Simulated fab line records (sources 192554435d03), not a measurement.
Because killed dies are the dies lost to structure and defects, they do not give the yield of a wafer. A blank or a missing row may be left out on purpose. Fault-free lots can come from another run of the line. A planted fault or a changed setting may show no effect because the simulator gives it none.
Split-lot study + flow n5-finfet + route with 1938 steps; 7 lots, 21 wafers read

ABOUT THE SPLIT
At N5_SPACER0_ALD_00 (deposits SiOCN, target thk 3.5 nm, pulse time 3 s, purge time 2 s), the setting ald-cycles was moved away from the recipe's 58 on 7 of the 21 wafers read, by -12.1% to +10.3%. The other wafers ran this setting at the recipe's value.

Reading taken at the split's own step.

THE READING
SiOCN_of_SPACER0_ALD_00.thk-nm (the simulator's own value, which no gauge read), in nm, at N5_SPACER0_ALD_00 (deposits SiOCN, target thk 3.5 nm, pulse time 3 s, purge time 2 s). No usual value for it is given in the file. The 14 wafers here that ran the recipe average 3.6 nm, standard deviation 0.07 nm.

| wafer  | tool, chamber at the split | ald-cycles as run | against the recipe | SiOCN_of_SPACER0_ALD_00.thk-nm, nm | against lot-mates on the recipe |
|--------|----------------------------|-------------------|--------------------|------------------------------------|---------------------------------|
| L074.1 | ald-sin-03, 0              | 51                | -12.1%             | 3                                  | -0.4                            |
| L074.5 | ald-sin-03, 0              | 51                | -12.1%             | 3                                  | -0.4                            |
| L074.3 | ald-sin-03, 2              | 58                | recipe             | 3.4                                | -                               |
| L076.1 | ald-sin-02, 3              | 51                | -12.1%             | 3                                  | -0.6                            |
| L076.4 | ald-sin-02, 3,0            | 58                | recipe             | 3.6                                | -                               |
| L076.6 | ald-sin-02, 3,0            | 58                | recipe             | 3.6                                | -                               |
| L077.1 | ald-sin-03, 0              | 58                | recipe             | 3.6                                | -                               |
| L077.2 | ald-sin-03, 2,3            | 51                | -12.1%             | 3                                  | -0.6                            |
| L077.4 | ald-sin-03, 2,3            | 51                | -12.1%             | 3                                  | -0.6                            |
| L079.1 | ald-sin-02, 3              | 64                | +10.3%             | 3.8                                | +0.2                            |
| L079.2 | ald-sin-02, 1,2            | 58                | recipe             | 3.6                                | -                               |
| L079.6 | ald-sin-02, 1,2            | 58                | recipe             | 3.6                                | -                               |
| L083.1 | ald-sin-04, 0,2            | 58                | recipe             | 3.6                                | -                               |
| L083.5 | ald-sin-04, 0,2            | 58                | recipe             | 3.6                                | -                               |
| L083.2 | ald-sin-04, 3              | 58                | recipe             | 3.4                                | -                               |
| L086.2 | ald-sin-03, 3,0,3          | 58                | recipe             | 3.6                                | -                               |
| L086.3 | ald-sin-03, 3,0,3          | 58                | recipe             | 3.6                                | -                               |
| L086.6 | ald-sin-03, 3,0,3          | 58                | recipe             | 3.6                                | -                               |
| L087.1 | ald-sin-02, 1              | 61                | +5.2%              | 3.8                                | +0.2                            |
| L087.3 | ald-sin-02, 3,1            | 58                | recipe             | 3.6                                | -                               |
| L087.6 | ald-sin-02, 3,1            | 58                | recipe             | 3.6                                | -                               |
When a row names more than one chamber, that row covers several wafers, and the file does not tell which wafer ran in which chamber.

THE FIT
A straight line over all 21 wafers: SiOCN_of_SPACER0_ALD_00.thk-nm changes by +0.0429 nm for each +1% of ald-cycles; r = +0.96; the points scatter about the line by 0.079 nm.
The same after taking each lot's own level away (the mean of its wafers on the recipe; 21 wafers): +0.0389 nm for each +1%; r = +0.95; scatter 0.079 nm.
The reading moves by 0.47 nm for the largest change in ald-cycles, on that fit.
Measured against the standard deviation above, the lots' own levels, which go from 3.40 to 3.60 nm, span 2.9 times it.
So the lot-to-lot level changes the slope: the two fits differ.
Check: -0.51 nm against its lot-mates is what the line predicts for one of the wafers moved furthest among these (-12.1%) when that wafer is left out of the fit. Against them it came out at -0.4 nm.

OTHER SPLITS APPLIED TO THESE WAFERS
These wafers also went through other splits before the reading. Each is held against what the fit with the lots' levels taken away leaves over:
| other split on the same wafers           | wafers away from the commonest value | r with SiOCN_of_SPACER0_ALD_00.thk-nm (lot level and that fit taken away) |
|------------------------------------------|--------------------------------------|---------------------------------------------------------------------------|
| N5_PMOS_HMC_CHANNEL_EPI_COAT_31 spin-rpm | 6                                    | +0.59                                                                     |
| N5_PMOS_HMC_CHANNEL_EPI_COAT_03 spin-rpm | 6                                    | -0.23                                                                     |
| N5_FIN_SAQP_ETCH_65 time-s               | 10                                   | +0.48                                                                     |
| N5_DUMMY_GATE_COAT_28 spin-rpm           | 8                                    | +0.30                                                                     |

FILE'S OWN FIT
SiOCN_of_SPACER0_ALD_00.thk-nm changes by +0.0393 nm for each +1% of ald-cycles, r = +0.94.
